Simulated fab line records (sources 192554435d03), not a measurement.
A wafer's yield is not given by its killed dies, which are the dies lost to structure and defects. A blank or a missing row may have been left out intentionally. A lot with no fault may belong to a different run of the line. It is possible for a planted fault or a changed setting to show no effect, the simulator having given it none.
Which of the tools did it? -- flow n5-finfet -- 29 wafers from 10 lots sampled at 6 of the route's 1938 steps

== WHAT THE GAUGES READ, wafer by wafer ==
N5_BEOL_M4_RC_MEAS_101. Usual: DIBL_N 36.3 mV/V, standard deviation 2.2; DIBL_P 36.0 mV/V, standard deviation 2.4; IOFF_N 0.16 nA/um, standard deviation 0.042; IOFF_P 0.22 nA/um, standard deviation 0.041; ION_N 672 uA/um, standard deviation 14; ION_P 462 uA/um, standard deviation 7.9; SS_N 71.7 mV/dec, standard deviation 0.76; SS_P 73.3 mV/dec, standard deviation 0.72; VT_N 250 mV, standard deviation 3.6; VT_P -249 mV, standard deviation 3.
lot,measured,on,DIBL_N (mV/V),DIBL_P (mV/V),IOFF_N (nA/um),IOFF_P (nA/um),ION_N (uA/um),ION_P (uA/um),SS_N (mV/dec),SS_P (mV/dec),VT_N (mV),VT_P (mV),flag
L422,day 7 23:23,prober-02,37.2 36.3,38.0 36.5,0.19 0.16,0.24 0.21,680 661,463 459,72.1 71.8,74.9 73.9,245 253,-252 -251,
L423,day 8 07:45,prober-02,37.1 35.7 38.0,36.6 36.3 37.9,0.18 0.15 0.20,0.24 0.24 0.27,673 667 679,467 466 463,71.0 71.5 72.0,73.4 73.0 73.9,251 252 244,-249 -246 -244,
L424,day 8 11:30,prober-02,34.8 38.0 36.3,35.2 37.8 36.1,0.15 0.21 0.17,0.20 0.26 0.22,679 687 689,465 464 465,70.7 72.2 71.3,72.5 74.1 73.2,251 248 249,-251 -249 -251,
L437,day 11 09:41,prober-02,34.4 34.4 33.5,35.2 34.6 34.2,0.16 0.16 0.14,0.24 0.23 0.22,671 689 668,466 475 464,72.1 71.0 70.8,73.3 73.2 72.4,250 247 252,-245 -244 -246,
L440,day 13 06:53,prober-01,35.3 35.4 38.4,33.0 32.8 37.0,0.13 0.14 0.21,0.18 0.19 0.25,679 667 696,469 457 479,70.9 71.1 71.5,73.2 73.2 73.8,254 252 247,-253 -255 -248,
L444,day 14 04:40,prober-01,39.2 38.6 38.5,37.0 38.2 37.3,0.23 0.20 0.20,0.21 0.22 0.21,668 685 688,447 460 454,74.3 72.2 72.5,73.7 73.6 73.6,251 249 250,-253 -251 -250,
L445,day 14 21:55,prober-02,36.6 34.5 33.8,36.4 35.3 34.7,0.15 0.13 0.11,0.18 0.18 0.16,655 664 657,445 459 453,72.2 70.8 70.8,73.0 72.3 72.7,253 251 255,-253 -255 -252,

== TOOL THAT RAN EACH LOT (tool first, then ch and the chambers of the sampled wafers, then the start) ==
lot,N5_BEOL_M3_SPUTTER_81,N5_BEOL_M3_SPUTTER_90,N5_BEOL_M3_SPUTTER_96,N5_BEOL_M3_ECD_50,N5_BEOL_M3_CMP_52
L422,"pvd-sputter-03, day 7 05:13","pvd-sputter-03, day 7 05:53","pvd-sputter-03, day 7 06:32","ecd-cu-02 ch 0,1, day 7 06:40","cmp-04 ch 0,2, day 7 07:36"
L423,"pvd-sputter-01, day 7 15:12","pvd-sputter-01, day 7 15:52","pvd-sputter-01, day 7 16:31","ecd-cu-01 ch 0,1, day 7 16:38","cmp-01 ch 1,3, day 7 21:42"
L424,"pvd-sputter-01, day 7 17:02","pvd-sputter-01, day 7 17:42","pvd-sputter-01, day 7 18:22","ecd-cu-01 ch 0,1, day 7 18:28","cmp-03 ch 0,2, day 8 00:32"
L429,"pvd-sputter-01, day 9 03:44","pvd-sputter-01, day 9 04:23","pvd-sputter-01, day 9 05:03","ecd-cu-02 ch 0,1, day 9 05:10","cmp-03 ch 0,2,3, day 9 05:37"
L430,"pvd-sputter-03, day 9 06:53","pvd-sputter-03, day 9 07:33","pvd-sputter-03, day 9 08:13","ecd-cu-01 ch 0,1, day 9 08:19","cmp-03 ch 0,1,3, day 9 08:45"
L431,"pvd-sputter-03, day 9 10:52","pvd-sputter-03, day 9 11:32","pvd-sputter-03, day 9 12:11","ecd-cu-01 ch 0,1, day 9 12:18","cmp-04 ch 0,1,3, day 9 12:49"
L437,"pvd-sputter-01, day 11 00:57","pvd-sputter-01, day 11 01:37","pvd-sputter-01, day 11 02:16","ecd-cu-01 ch 0,1, day 11 02:23","cmp-01 ch 0,1, day 11 02:48"
L440,"pvd-sputter-01, day 12 00:13","pvd-sputter-01, day 12 00:52","pvd-sputter-01, day 12 01:32","ecd-cu-02 ch 0,1, day 12 01:39","cmp-03 ch 2,3, day 12 02:01"
L444,"pvd-sputter-03, day 13 12:30","pvd-sputter-03, day 13 13:10","pvd-sputter-03, day 13 13:49","ecd-cu-02 ch 0,1, day 13 13:56","cmp-01 ch 2,3, day 13 14:29"
L445,"pvd-sputter-02, day 13 20:32","pvd-sputter-02, day 13 21:12","pvd-sputter-02, day 13 21:52","ecd-cu-02 ch 0,1, day 13 21:59","cmp-04 ch 1,2, day 13 22:22"
- N5_BEOL_M3_SPUTTER_81: material Cu, target thk 4.5 nm, time 8.29 s.
- N5_BEOL_M3_SPUTTER_90: material Cu, target thk 4.5 nm, time 8.29 s.
- N5_BEOL_M3_SPUTTER_96: material Cu, target thk 4.5 nm, time 8.29 s.
- N5_BEOL_M3_ECD_50: material Cu, target thk 300 nm.
- N5_BEOL_M3_CMP_52: polishes, stops on SiOC, t overpolish 6.8 s, target thk 40 nm.

== WHAT THE TOOLS THEMSELVES READ (means of the sampled wafers that have a number; where no wafer has one, the mark that the record gives instead) ==
N5_BEOL_M3_SPUTTER_81. Usual: throttle-valve-pct reads 30.3 % (standard deviation 1.4).
lot,tool,throttle-valve-pct (%),flag
L422,pvd-sputter-03,29.0,
L423,pvd-sputter-01,31.6,
L424,pvd-sputter-01,32.1,
L429,pvd-sputter-01,31.6,
L430,pvd-sputter-03,28.8,
L431,pvd-sputter-03,28.2,
L437,pvd-sputter-01,31.3,
L440,pvd-sputter-01,31.8,
L444,pvd-sputter-03,28.4,
L445,pvd-sputter-02,30.1,

N5_BEOL_M3_SPUTTER_90. Usual: throttle-valve-pct reads 30.3 % (standard deviation 1.4).
lot,tool,throttle-valve-pct (%),flag
L422,pvd-sputter-03,29.3,
L423,pvd-sputter-01,31.6,
L424,pvd-sputter-01,32.2,
L429,pvd-sputter-01,31.5,
L430,pvd-sputter-03,28.4,
L431,pvd-sputter-03,28.3,
L437,pvd-sputter-01,31.2,
L440,pvd-sputter-01,32.0,
L444,pvd-sputter-03,28.3,
L445,pvd-sputter-02,30.2,

N5_BEOL_M3_SPUTTER_96. Usual: throttle-valve-pct reads 30.3 % (standard deviation 1.4).
lot,tool,throttle-valve-pct (%),flag
L422,pvd-sputter-03,29.1,
L423,pvd-sputter-01,31.7,
L424,pvd-sputter-01,32.0,
L429,pvd-sputter-01,31.6,
L430,pvd-sputter-03,28.6,
L431,pvd-sputter-03,28.1,
L437,pvd-sputter-01,31.1,
L440,pvd-sputter-01,31.9,
L444,pvd-sputter-03,28.4,
L445,pvd-sputter-02,30.2,

N5_BEOL_M3_CMP_52. Usual: clearing-platen-rpm 50.003 rpm, standard deviation 0.029; motor-current-A 5.8 A, standard deviation 0.77; pad-life-wafers 1078, standard deviation 680; time-to-endpoint-s 62 s, standard deviation 3.3.
lot,tool,clearing-platen-rpm (rpm),motor-current-A (A),pad-life-wafers,time-to-endpoint-s (s),flag
L422,cmp-04,50.008,5.3,1981,58,
L423,cmp-01,49.987,6.2,1051,60,
L424,cmp-03,50.042,5.4,1490,61,
L429,cmp-03,49.982,5.9,1730,1,OFF
L430,cmp-03,50.007,5.7,1754,1,OFF
L431,cmp-04,49.998,5.2,206,1,OFF
L437,cmp-01,50.021,6.1,1669,60,
L440,cmp-03,50.003,6.1,180,60,
L444,cmp-01,50.009,6.4,139,61,
L445,cmp-04,50.017,6.3,1002,62,

== THE ANSWER, worked out from the rows above alone ==
Rule: a lot is off if the mean of its wafers that have a number lies more than 3 standard deviations from the usual mean. Also off: a lot with no number at a reading for which 4 or more lots have one. Where the step has rows for the other lots, those lots are counted as sound. Order of review: gauges by route order, followed by the tools' own readings, for which a lot's mean as printed above is used. The first step at which some lot is off is used, and at that step the reading that is off furthest; a lot without a number counts as furthest.
Off, at N5_BEOL_M3_CMP_52 on time-to-endpoint-s: L429, L430, L431.
A tool fits if, at that step or a process step before it, it ran every lot that is off, and no sound lot after the first of them. Not one of the candidates tried fits.

== WHAT HAD BEEN PUT IN BY THE SIMULATOR ==
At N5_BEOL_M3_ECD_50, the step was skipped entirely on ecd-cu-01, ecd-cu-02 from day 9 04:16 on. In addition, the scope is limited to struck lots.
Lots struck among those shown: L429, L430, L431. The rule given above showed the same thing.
